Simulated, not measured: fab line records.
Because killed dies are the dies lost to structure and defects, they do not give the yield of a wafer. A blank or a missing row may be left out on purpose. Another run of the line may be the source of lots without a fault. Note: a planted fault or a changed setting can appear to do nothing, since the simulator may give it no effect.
Lot-split experiment | flow n5Finfet | 39 wafers read across 7 lots, on a route 1938 steps long

== THE SPLIT ==
At N5_SD_EPI_N_EXPOSE_06 (exposes mask SD N BLK, target cd 120 nm), the setting doseMj was moved away from the recipe's 39.75 on 15 of the 39 wafers read, by -7.3% to +6.7%. All remaining wafers had this setting at the recipe value.

== FROM THE SPLIT TO THE READING: what the file shows between them, 2 steps ==
- N5_SD_EPI_N_PEB_07: peb time 60 s
- N5_SD_EPI_N_DEVELOP_08: develop time 30 s

== THE READING ==
cdNm, in nm, at N5_SD_EPI_N_CD_MEAS_09 (target cd 120 nm). On this fab line, fault-free wafers typically give 120.1 nm with a standard deviation of 0.63 nm.

wafer  | tool, chamber at the split | doseMj as run | against the recipe | cdNm, nm | against lot-mates on the recipe
L078.1 | arfiScanner-02, 0          | 39.75         | recipe             | 120.3    | -
L078.2 | arfiScanner-02, 0          | 39.75         | recipe             | 120.3    | -
L078.3 | arfiScanner-02, 0          | 39.75         | recipe             | 120.9    | -
L078.4 | arfiScanner-02, 0          | 39.75         | recipe             | 120.3    | -
L078.5 | arfiScanner-02, 0          | 39.75         | recipe             | 120.5    | -
L078.6 | arfiScanner-02, 0          | 39.75         | recipe             | 120.1    | -
L080.1 | arfiScanner-01, 0          | 36.83         | -7.3%              | 115.7    | -4.4
L080.2 | arfiScanner-01, 0          | 36.83         | -7.3%              | 115.9    | -4.2
L080.3 | arfiScanner-01, 0          | 39.75         | recipe             | 120.4    | -
L080.4 | arfiScanner-01, 0          | 39.75         | recipe             | 119.6    | -
L080.5 | arfiScanner-01, 0          | 36.83         | -7.3%              | 115.9    | -4.2
L080.6 | arfiScanner-01, 0          | 39.75         | recipe             | 120.4    | -
L085.1 | arfiScanner-02, 0          | 39.75         | recipe             | 120.3    | -
L085.2 | arfiScanner-02, 0          | 39.75         | recipe             | 120.0    | -
L085.3 | arfiScanner-02, 0          | 42.41         | +6.7%              | 123.9    | +3.6
L085.4 | arfiScanner-02, 0          | 42.41         | +6.7%              | 125.6    | +5.3
L085.5 | arfiScanner-02, 0          | 39.75         | recipe             | 120.6    | -
L085.6 | arfiScanner-02, 0          | 42.41         | +6.7%              | 124.8    | +4.5
L086.1 | arfiScanner-03, 0          | 39.75         | recipe             | 119.3    | -
L086.2 | arfiScanner-03, 0          | 40.85         | +2.8%              | 121.7    | +2.4
L086.3 | arfiScanner-03, 0          | 39.75         | recipe             | 119.1    | -
L086.4 | arfiScanner-03, 0          | 39.75         | recipe             | 119.5    | -
L086.5 | arfiScanner-03, 0          | 40.85         | +2.8%              | 121.4    | +2.1
L086.6 | arfiScanner-03, 0          | 40.85         | +2.8%              | 121.7    | +2.4
L088.2 | arfiScanner-03, 0          | 39.75         | recipe             | 120.4    | -
L088.3 | arfiScanner-03, 0          | 39.75         | recipe             | 120.6    | -
L088.5 | arfiScanner-03, 0          | 39.75         | recipe             | 120.8    | -
L091.1 | arfiScanner-03, 0          | 39.75         | recipe             | 120.5    | -
L091.2 | arfiScanner-03, 0          | 40.56         | +2.0%              | 120.8    | +0.5
L091.3 | arfiScanner-03, 0          | 40.56         | +2.0%              | 121.8    | +1.5
L091.4 | arfiScanner-03, 0          | 39.75         | recipe             | 120.5    | -
L091.5 | arfiScanner-03, 0          | 39.75         | recipe             | 120.0    | -
L091.6 | arfiScanner-03, 0          | 40.56         | +2.0%              | 121.3    | +1.0
L093.1 | arfiScanner-02, 0          | 39.75         | recipe             | 119.6    | -
L093.2 | arfiScanner-02, 0          | 39.75         | recipe             | 119.6    | -
L093.3 | arfiScanner-02, 0          | 39.75         | recipe             | 119.0    | -
L093.4 | arfiScanner-02, 0          | 37.59         | -5.4%              | 115.3    | -4.1
L093.5 | arfiScanner-02, 0          | 37.59         | -5.4%              | 116.2    | -3.2
L093.6 | arfiScanner-02, 0          | 37.59         | -5.4%              | 115.0    | -4.4

THE FIT
A straight line over all 39 wafers: cdNm changes by +0.672 nm for each +1% of doseMj; r = +0.97; the points scatter about the line by 0.61 nm.
The same after taking each lot's own level away (the mean of its wafers on the recipe; 39 wafers): +0.65 nm for each +1%; r = +0.98; scatter 0.42 nm.
The reading moves by 4.8 nm for the largest change in doseMj, on that fit.
The lots' own levels span 119.30 to 120.60 nm, that is 2.1 times the standard deviation above.
The two slopes are in agreement: the lot-to-lot level therefore moves the slope only a little.
Check: with one of the wafers moved furthest among these (-7.3%) left out of the fit, the line predicts -4.8 nm for it against its lot-mates. Against them it came out at -4.43 nm.

== OTHER SPLITS ON THESE WAFERS ==
Note: prior to the reading, these wafers also went through further splits. Each is held against what the fit with the lots' levels taken away leaves over:
other split on the same wafers | wafers away from the commonest value | r with cdNm (lot level and that fit taken away)
N5_DUMMY_GATE_EXPOSE_12 doseMj | 9                                    | -0.04
N5_DUMMY_GATE_ETCH_37 sourceW  | 12                                   | +0.02
N5_DUMMY_GATE_ETCH_42 biasW    | 12                                   | +0.05

== THE WHOLE CHAIN: every reading that the file lists as answering this split, in the file's order ==
step                   | what it does                                           | reading                                                        | change (the file's fit)               | r (the file's)
N5_SD_EPI_N_CD_MEAS_09 | target cd 120 nm                                       | cdNm                                                           | +0.65 nm for each +1% of the setting  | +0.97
N5_SD_EPI_N_DESCUM_14  | chemistry O2, time 7.9 s                               | SD_EPI_N.cdNm (the simulator's own value, which no gauge read) | +0.685 nm for each +1% of the setting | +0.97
N5_SD_EPI_N_ETCH_34    | etches SiARC in CF4, target depth 45.5 nm, time 75.8 s | SD_EPI_N.cdNm (the simulator's own value, which no gauge read) | +0.673 nm for each +1% of the setting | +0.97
N5_SD_EPI_N_ETCH_35    | etches SOC in N2/H2, overetch 108 nm, time 486 s       | SD_EPI_N.cdNm (the simulator's own value, which no gauge read) | +0.703 nm for each +1% of the setting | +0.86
N5_SD_EPI_N_ETCH_45    | etches SiOCN in CH3F/O2, target depth 6 nm             | SD_EPI_N.cdNm (the simulator's own value, which no gauge read) | +0.707 nm for each +1% of the setting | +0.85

== THE FILE'S OWN FIT ==
cdNm changes by +0.65 nm for each +1% of doseMj, r = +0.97.
